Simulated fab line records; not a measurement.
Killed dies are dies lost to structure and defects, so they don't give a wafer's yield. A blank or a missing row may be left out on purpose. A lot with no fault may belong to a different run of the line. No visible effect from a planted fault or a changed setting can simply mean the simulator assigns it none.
A lot that was struck, set against a sound lot || flow nand harc || 15 out of 1159 route steps
Sound: the wafers L757.2, L757.4, L757.6. The struck wafers were L749.1, L749.2, L749.5. The cause is given at the end.
Order at every step that has rows: each side's tool, ch and its chambers, its first start. Under that, the readings that differ: sound wafers || struck wafers || difference of the means || sigmas: that difference in standard deviations of wafers without a fault.
alike: readings with means less than 2 such deviations apart, plus words and numbers identical on both sides. not compared: withheld readings, readings lacking a value on some wafer, bounds such as >300 that could conceal the same value, and numbers that have no deviation in the record and whose values overlap.
A row with sigmas, a row that says differs or no value, or rows on one side alone: a step with any of these is where the two part. Numbers that have no deviation but don't overlap get no sigmas and don't part them. Lack of a reading on every wafer of one side parts them only where that side has two or more wafers.

first, 7 steps without rows for these wafers: NHARC_A_CONTACT_COAT_35 (time 65 s); NHARC_A_CONTACT_COAT_36 (resist thk 90 nm); NHARC_A_CONTACT_SOFTBAKE_37 (time 55 s); NHARC_A_CONTACT_EBR_38; NHARC_A_CONTACT_EXPOSE_39 (exposes mask A CC 3); NHARC_A_CONTACT_PEB_40 (peb time 65 s); NHARC_A_CONTACT_DEVELOP_41 (develop time 35 s).
NHARC_A_CONTACT_CD_MEAS_42: the cd target is 200 nm.
  sound on cd sem-02 ch 0, day 19 03:42; struck on cd sem-03 ch 0, day 18 17:41
  alike: cd nm
NHARC_A_CONTACT_OVL_MEAS_43:
  sound on overlay-02, day 19 03:47; struck on overlay-01, day 18 17:47
  alike: overlay x nm, overlay y nm
NHARC_A_CONTACT_INSPECT_44:
  sound on defect inspect-02, day 19 03:49; struck on defect inspect-01, day 18 17:49
  alike: raw defect count
NHARC_A_CONTACT_DESCUM_47: chemistry O2, time 3 s.
  sound on rie diel-10 ch 0,1, day 19 03:55; struck on rie diel-10 ch 0,1,3, day 18 17:52
  alike: drypump motor current A, oes product au, rf vpp V, showerhead plenum p Torr, throttle valve pct
  not compared: rf hours counter h
NHARC_A_CONTACT_ETCH_48: etches the open film in CF4, target depth 39 nm, time 65 s.
  sound on rie diel-10 ch 0,1,3, day 19 04:01; struck on rie diel-10 ch 0,3, day 18 17:59
{"reading": "cf4 flow sccm (sccm)", "sound": "150.8 150.2 149.9", "struck": "149.2 149.7 149.2", "difference": -0.9, "sigmas": -2}
  alike: bias w, drypump motor current A, oes product au, rf vpp V, showerhead plenum p Torr, throttle valve pct
  not compared: rf hours counter h
NHARC_A_CONTACT_ETCH_49: etches the open film in N2/H2, target depth 260 nm, time 475.3 s.
  sound on rie diel-10 ch 1,3, day 19 04:06; struck on rie diel-10 ch 0,3, day 18 18:08
  no value came back on the struck wafers for any of 7 readings (bias w (W), chamber pressure mTorr (mTorr) and others); on the sound wafers bias w (W) reads 149.8 150.2 149.3
  not compared: rf hours counter h
NHARC_A_CONTACT_ETCH_50: etches the open film in CF4/CHF3, target depth 84.7 nm, time 42.4 s.
  sound: rie diel-10 ch 0,2,3; struck: rie diel-10 ch 0,1,3
  alike: bias w, cf4 flow sccm, drypump motor current A, oes product au, rf vpp V, showerhead plenum p Torr, throttle valve pct
  not compared: rf hours counter h
-- the record jumps here: 3 days lie between the struck wafers' starts before and after (it left off in module A_CONTACT and takes up again in module END, whose first step shown is number 1159 of the route) --
NHARC_END_SORT_01:
  only the struck wafers appear in the record here, on prober-01 ch 0 at day 21 15:18; the sound ones have no rows

WHERE THEY PART
First at NHARC_A_CONTACT_ETCH_48; last, within this record, at NHARC_END_SORT_01.

WHY: whatever the simulator had introduced
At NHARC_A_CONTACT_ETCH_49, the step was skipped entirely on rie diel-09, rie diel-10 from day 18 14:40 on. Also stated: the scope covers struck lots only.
